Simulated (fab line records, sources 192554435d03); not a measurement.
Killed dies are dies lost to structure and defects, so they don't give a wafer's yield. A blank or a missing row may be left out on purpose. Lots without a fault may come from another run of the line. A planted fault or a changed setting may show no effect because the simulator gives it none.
A struck lot beside a sound one | flow n5_finfet | 15 steps out of a route of 1938
Sound: wafers L237.1, L237.2, L237.6. Struck: wafer L239.3. (L239.2, L239.5 of the same lot were not struck and are left out.) The cause comes at the end.
At each step with rows: each side's tool, then ch and its chambers, then its first start. Under that, the readings that differ: sound wafers | struck wafers | difference of the means | sigmas: that difference in standard deviations of wafers without a fault.
alike: readings whose means differ by less than 2 such deviations, and words and numbers that are the same on both sides. not compared: withheld readings, readings that some wafer has no value for, bounds like >300 that may hide the same value, and numbers for which the record gives no deviation and whose values overlap.
The two part at a step that has a row with sigmas, a row that says differs or no value, or rows on one side only. Numbers that don't overlap but have no deviation are shown without sigmas and don't part them. A reading that every wafer of one side lacks parts them only if that side has two wafers or more.

first, 1 step without rows for these wafers: N5_GATE_CUT_DESCUM_18 (chemistry O2, time 7 s).
N5_GATE_CUT_ETCH_28: etches underlayer in N2/H2, target depth 13 nm, time 10.4 s.
  sound on rie_diel-03 ch 0,1, day 5 00:26; struck on rie_diel-06 ch 0, day 5 07:22
  reading                | sound             | struck | difference | sigmas
  throttle_valve_pct (%) | 17.89 18.38 18.38 | 17.56  | -0.66      | -2
  alike: drypump_motor_current_A, etch_rf_on_time_s, oes_product_au, rf_vpp_V, showerhead_plenum_p_Torr
  not compared: rf_hours_counter_h
then, 5 steps without rows for these wafers: N5_GATE_CUT_ETCH_36 (etches SiARC in CF4, target depth 13 nm, time 21.7 s); N5_GATE_CUT_ETCH_37 (etches SOC in N2/H2, target depth 60 nm, overetch 12 nm, time 90 s); N5_GATE_CUT_STRIP_38 (strips in N2/H2); N5_GATE_CUT_STRIP_39 (strips in N2/H2); N5_GATE_CUT_HM_OPEN_40 (chemistry C4F6/O2, target SiO2, target depth 139 nm, time 85.1 s).
N5_GATE_CUT_STRIP_41: strips in CF4.
  sound on rie_diel-03 ch 0,1, day 5 00:37; struck on rie_diel-06 ch 0, day 5 07:33
  reading                | sound             | struck | difference | sigmas
  throttle_valve_pct (%) | 13.37 14.11 14.10 | 13.18  | -0.68      | -2
  alike: drypump_motor_current_A, oes_product_au, rf_vpp_V, showerhead_plenum_p_Torr
  not compared: rf_hours_counter_h
N5_GATE_CUT_STRIP_42: strips in O2.
  sound on rie_diel-03 ch 0,1, day 5 00:38; struck on rie_diel-06 ch 0, day 5 07:34
  reading                | sound             | struck | difference | sigmas
  throttle_valve_pct (%) | 16.75 17.11 17.10 | 16.33  | -0.66      | -2
  alike: drypump_motor_current_A, oes_product_au, rf_vpp_V, showerhead_plenum_p_Torr
  not compared: rf_hours_counter_h
then, 1 step without rows for these wafers: N5_GATE_CUT_ETCH_19 (etches SiNx in CH3F/O2, target depth 53.7 nm, time 76.7 s).
N5_GATE_CUT_CUT_ETCH_53: etches W in SF6/Cl2, target depth 79.2 nm.
  sound on rie_metal-02 ch 0,1, day 5 00:47; struck on rie_metal-02 ch 1, day 5 07:44
  alike: drypump_motor_current_A, etch_rf_on_time_s, oes_product_au, throttle_valve_pct
  not compared: rf_hours_counter_h
N5_GATE_CUT_CUT_ETCH_54: etches TiN in Cl2/BCl3, target depth 96.7 nm.
  sound on rie_metal-02 ch 0,1, day 5 00:51; struck on rie_metal-02 ch 1, day 5 07:47
  alike: drypump_motor_current_A, etch_rf_on_time_s, mfc_ar_sccm, oes_product_au, throttle_valve_pct
  not compared: rf_hours_counter_h
N5_GATE_CUT_CUT_ETCH_55: etches HfO2 in BCl3, target depth 3.2 nm.
  sound on rie_metal-02 ch 0,1, day 5 00:55; struck on rie_metal-02 ch 1, day 5 07:51
  reading                  | sound             | struck | difference | sigmas
  oes_product_au (a.u.)    | 0.79 0.94 0.79    | 1.19   | +0.35      | +5
  model.etch.depth_nm (nm) | 3.163 3.195 3.184 | 4.654  | +1.473     |
  alike: drypump_motor_current_A, throttle_valve_pct
  not compared: rf_hours_counter_h
then, 1 step without rows for these wafers: N5_GATE_CUT_ETCH_47 (etches SiO2 in Cl2/BCl3, target depth 10 nm).
-- the record jumps here: 3 days lie between the struck wafers' starts before and after (it left off in module GATE_CUT and takes up again in module BEOL_M4, whose first step shown is number 1111 of the route) --
N5_BEOL_M4_RC_MEAS_101:
  sound on prober-01 ch 0, day 8 15:06; struck on prober-02 ch 0, day 8 15:35
  alike: DIBL_N, DIBL_P, IOFF_N, IOFF_P, ION_N, ION_P, SS_N, SS_P, VT_N, VT_P

WHERE THEY PART
First at N5_GATE_CUT_ETCH_28; last, within this record, at N5_GATE_CUT_CUT_ETCH_55. Later steps at which nothing parts them and some readings are alike: N5_BEOL_M4_RC_MEAS_101.

WHY: what the simulator had put in
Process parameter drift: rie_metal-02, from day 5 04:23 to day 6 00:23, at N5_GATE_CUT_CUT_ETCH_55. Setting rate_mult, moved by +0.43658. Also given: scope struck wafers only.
